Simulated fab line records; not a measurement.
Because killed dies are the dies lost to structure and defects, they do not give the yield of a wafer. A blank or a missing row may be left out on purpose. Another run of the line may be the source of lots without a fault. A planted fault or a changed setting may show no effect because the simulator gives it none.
Split-lot trial | flow n5Finfet | 39 wafers read from 7 lots, route of 1938 steps

== ABOUT THE SPLIT ==
At N5_PASSIVATION_ETCH_54 (etches SiO2 in CHF3/O2, target depth 880 nm, time 440 s), the setting targetDepthA was moved away from the recipe's 8800 angstrom on 15 of the 39 wafers read, by -45.5% to +58.0%. All remaining wafers had this setting at the recipe value.

Reading taken at the split's own step.

== THE READING ==
PASSIVATION.featureDepthNm (the simulator's own value, which no gauge read), in nm, at N5_PASSIVATION_ETCH_54 (etches SiO2 in CHF3/O2, target depth 880 nm, time 440 s). There is no usual value for it anywhere in the file. Average 879.1 nm, standard deviation 11 nm, over the 24 wafers here run with the recipe.

wafer  | tool, chamber at the split | targetDepthA as run, angstrom | against the recipe | PASSIVATION.featureDepthNm, nm | against lot-mates on the recipe
L074.1 | rieDiel-05, 3              | 13900                         | +58.0%             | 1391                           | +508.1
L074.2 | rieDiel-05, 1              | 13900                         | +58.0%             | 1377                           | +494.1
L074.3 | rieDiel-05, 0              | 13900                         | +58.0%             | 1381                           | +498.1
L074.4 | rieDiel-05, 2              | 8800                          | recipe             | 892                            | -
L074.5 | rieDiel-05, 3              | 8800                          | recipe             | 873.6                          | -
L074.6 | rieDiel-05, 2              | 8800                          | recipe             | 883.2                          | -
L075.1 | rieDiel-02, 2              | 6131                          | -30.3%             | 612.8                          | -265.3
L075.2 | rieDiel-02, 0              | 8800                          | recipe             | 889.6                          | -
L075.3 | rieDiel-02, 1              | 6131                          | -30.3%             | 611.2                          | -266.9
L075.4 | rieDiel-02, 3              | 8800                          | recipe             | 857.6                          | -
L075.5 | rieDiel-02, 2              | 8800                          | recipe             | 887.2                          | -
L075.6 | rieDiel-02, 1              | 6131                          | -30.3%             | 604.8                          | -273.3
L082.1 | rieDiel-05, 0              | 8800                          | recipe             | 876.2                          | -
L082.2 | rieDiel-05, 2              | 8800                          | recipe             | 883.2                          | -
L082.3 | rieDiel-05, 1              | 8800                          | recipe             | 871.2                          | -
L082.4 | rieDiel-05, 2              | 8800                          | recipe             | 888.8                          | -
L082.5 | rieDiel-05, 0              | 8800                          | recipe             | 873.2                          | -
L082.6 | rieDiel-05, 1              | 8800                          | recipe             | 881                            | -
L086.2 | rieDiel-04, 1              | 8800                          | recipe             | 884.4                          | -
L086.3 | rieDiel-04, 0              | 8800                          | recipe             | 879.2                          | -
L086.5 | rieDiel-04, 1              | 8800                          | recipe             | 888.6                          | -
L083.1 | rieDiel-02, 3              | 8800                          | recipe             | 862.6                          | -
L083.2 | rieDiel-02, 0              | 8800                          | recipe             | 884.8                          | -
L083.3 | rieDiel-02, 1              | 4793                          | -45.5%             | 473                            | -393.8
L083.4 | rieDiel-02, 2              | 4793                          | -45.5%             | 483.2                          | -383.6
L083.5 | rieDiel-02, 2              | 4793                          | -45.5%             | 486.2                          | -380.6
L083.6 | rieDiel-02, 3              | 8800                          | recipe             | 853                            | -
L094.1 | rieDiel-02, 0              | 8800                          | recipe             | 890.4                          | -
L094.2 | rieDiel-02, 1              | 7443                          | -15.4%             | 741.6                          | -147.9
L094.3 | rieDiel-02, 2              | 8800                          | recipe             | 894                            | -
L094.4 | rieDiel-02, 1              | 8800                          | recipe             | 884.2                          | -
L094.5 | rieDiel-02, 2              | 7443                          | -15.4%             | 755.8                          | -133.7
L094.6 | rieDiel-02, 0              | 7443                          | -15.4%             | 750.2                          | -139.3
L097.1 | rieDiel-02, 2              | 8800                          | recipe             | 881.8                          | -
L097.2 | rieDiel-02, 1              | 8800                          | recipe             | 858.4                          | -
L097.3 | rieDiel-02, 0              | 8800                          | recipe             | 881                            | -
L097.4 | rieDiel-02, 2              | 13760                         | +56.4%             | 1384                           | +510.3
L097.5 | rieDiel-02, 0              | 13760                         | +56.4%             | 1379                           | +505.3
L097.6 | rieDiel-02, 1              | 13760                         | +56.4%             | 1349                           | +475.3

FIT RESULTS
A straight line over all 39 wafers: PASSIVATION.featureDepthNm changes by +8.73 nm for each +1% of targetDepthA; r = +1.00; the points scatter about the line by 11 nm.
The same after taking each lot's own level away (the mean of its wafers on the recipe; 39 wafers): +8.69 nm for each +1%; r = +1.00; scatter 10 nm.
Per that fit: largest targetDepthA move, reading shift of 5e+02 nm.
Across the lots, their own levels run from 866.80 to 889.53 nm, a range of 2.0 times the standard deviation given above.
Consequently the slope shifts little with the lot-to-lot level, the two slopes agreeing.
Check: with one of the wafers moved furthest among these (+58.0%) left out of the fit, the line predicts +503 nm for it against its lot-mates. Against them it came out at +508 nm.

== FURTHER SPLITS ON THESE WAFERS ==
These wafers also went through other splits before the reading. Each is held against what the fit with the lots' levels taken away leaves over:
other split on the same wafers      | wafers away from the commonest value | r with PASSIVATION.featureDepthNm (lot level and that fit taken away)
N5_BEOL_M1_ETCH_64 timeS            | 12                                   | +0.01
N5_BEOL_M1_VIA_ETCH_34 targetDepthA | 12                                   | -0.08
N5_BEOL_M4_PECVD_72 timeS           | 15                                   | -0.20
N5_BEOL_M8_PECVD_70 timeS           | 15                                   | +0.12

== THE WHOLE CHAIN: every reading that the file lists as answering this split, in the file's order ==
step                   | what it does                                            | reading                                                                     | change (the file's fit)              | r (the file's)
N5_PASSIVATION_ETCH_54 | etches SiO2 in CHF3/O2, target depth 880 nm, time 440 s | etch.depthNm (the simulator's own value, which no gauge read)               | +8.69 nm for each +1% of the setting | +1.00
N5_PASSIVATION_ETCH_54 | etches SiO2 in CHF3/O2, target depth 880 nm, time 440 s | PASSIVATION.featureDepthNm (the simulator's own value, which no gauge read) | +8.69 nm for each +1% of the setting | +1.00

== THE FILE'S OWN FIT ==
PASSIVATION.featureDepthNm changes by +8.69 nm for each +1% of targetDepthA, r = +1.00.
